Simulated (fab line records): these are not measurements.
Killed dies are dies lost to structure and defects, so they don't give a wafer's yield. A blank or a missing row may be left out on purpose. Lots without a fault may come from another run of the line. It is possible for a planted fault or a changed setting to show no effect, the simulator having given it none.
Split-lot study    flow n5_finfet    7 lots, 39 wafers read, on a route of 1938 steps

== SPLIT DETAILS ==
At N5_MIM_BOT_ETCH_ETCH_00 (etches TiN in Cl2/BCl3, target depth 45.5 nm), the setting target_depth_a was moved away from the recipe's 455 angstrom on 15 of the 39 wafers read, by -57.3% to +53.6%. All remaining wafers had this setting at the recipe value.

The split's own step is where the reading is taken.

== THE READING ==
etch.depth_nm (the simulator's own value, which no gauge read), in nm, at N5_MIM_BOT_ETCH_ETCH_00 (etches TiN in Cl2/BCl3, target depth 45.5 nm). The file does not state a usual value for it. Across the 24 wafers here that went through the recipe, the average is 45.58 nm and the standard deviation 0.83 nm.

wafer   tool, chamber at the split  target_depth_a as run, angstrom  against the recipe  etch.depth_nm, nm  against lot-mates on the recipe
L077.1  rie_metal-02, 1             455                              recipe              45.6               -
L077.2  rie_metal-02, 1             455                              recipe              45.35              -
L077.3  rie_metal-02, 1             455                              recipe              45.31              -
L077.4  rie_metal-02, 1             455                              recipe              45.15              -
L077.5  rie_metal-02, 1             455                              recipe              45.33              -
L077.6  rie_metal-02, 1             455                              recipe              45.36              -
L079.2  rie_metal-03, 1             455                              recipe              46.4               -
L079.3  rie_metal-03, 0             455                              recipe              45.27              -
L079.6  rie_metal-03, 1             455                              recipe              46.55              -
L084.1  rie_metal-02, 1             455                              recipe              45.4               -
L084.2  rie_metal-02, 0             620.6                            +36.4%              61.14              +15.77
L084.3  rie_metal-02, 1             455                              recipe              45.88              -
L084.4  rie_metal-02, 0             455                              recipe              44.83              -
L084.5  rie_metal-02, 0             620.6                            +36.4%              61.43              +16.06
L084.6  rie_metal-02, 1             620.6                            +36.4%              61.67              +16.30
L091.1  rie_metal-02, 0             698.8                            +53.6%              69.66              +24.40
L091.2  rie_metal-02, 1             455                              recipe              45.48              -
L091.3  rie_metal-02, 0             698.8                            +53.6%              69.57              +24.31
L091.4  rie_metal-02, 1             455                              recipe              45.43              -
L091.5  rie_metal-02, 0             455                              recipe              44.88              -
L091.6  rie_metal-02, 1             698.8                            +53.6%              69.72              +24.46
L088.1  rie_metal-02, 0             194.1                            -57.3%              18.84              -25.94
L088.2  rie_metal-02, 1             455                              recipe              44.65              -
L088.3  rie_metal-02, 1             194.1                            -57.3%              19.24              -25.54
L088.4  rie_metal-02, 0             194.1                            -57.3%              18.97              -25.81
L088.5  rie_metal-02, 0             455                              recipe              44.78              -
L088.6  rie_metal-02, 1             455                              recipe              44.9               -
L090.1  rie_metal-01, 1             455                              recipe              47.29              -
L090.2  rie_metal-01, 0             665.9                            +46.4%              66.13              +19.44
L090.3  rie_metal-01, 0             665.9                            +46.4%              66.3               +19.61
L090.4  rie_metal-01, 1             455                              recipe              47.44              -
L090.5  rie_metal-01, 1             665.9                            +46.4%              69.49              +22.80
L090.6  rie_metal-01, 0             455                              recipe              45.35              -
L096.1  rie_metal-01, 0             649.6                            +42.8%              64.16              +18.40
L096.2  rie_metal-01, 1             649.6                            +42.8%              67.29              +21.53
L096.3  rie_metal-01, 1             455                              recipe              47.54              -
L096.4  rie_metal-01, 0             455                              recipe              44.98              -
L096.5  rie_metal-01, 1             649.6                            +42.8%              67.64              +21.88
L096.6  rie_metal-01, 0             455                              recipe              44.75              -

THE FIT
A straight line over all 39 wafers: etch.depth_nm changes by +0.461 nm for each +1% of target_depth_a; r = +1.00; the points scatter about the line by 1 nm.
The same after taking each lot's own level away (the mean of its wafers on the recipe; 39 wafers): +0.454 nm for each +1%; r = +1.00; scatter 0.9 nm.
That fit puts the effect of the largest move of target_depth_a on the reading at 26 nm.
Across the lots, their own levels run from 44.777 to 46.693 nm, a range of 2.3 times the standard deviation given above.
Hence the lot-to-lot level has little effect on the slope; both slopes agree.
Check: with one of the wafers moved furthest among these (-57.3%) left out of the fit, the line predicts -26 nm for it against its lot-mates. It came out at -25.9 nm against them.

== OTHER SPLITS APPLIED TO THESE WAFERS ==
Note: prior to the reading, these wafers also went through further splits. Each is held against what the fit with the lots' levels taken away leaves over:
other split on the same wafers  wafers away from the commonest value  r with etch.depth_nm (lot level and that fit taken away)
N5_BEOL_M12_SPUTTER_44 time_s   9                                     -0.08
N5_MIM_BOT_SPUTTER_00 time_s    12                                    +0.05

== FILE'S OWN FIT ==
etch.depth_nm changes by +0.454 nm for each +1% of target_depth_a, r = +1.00.
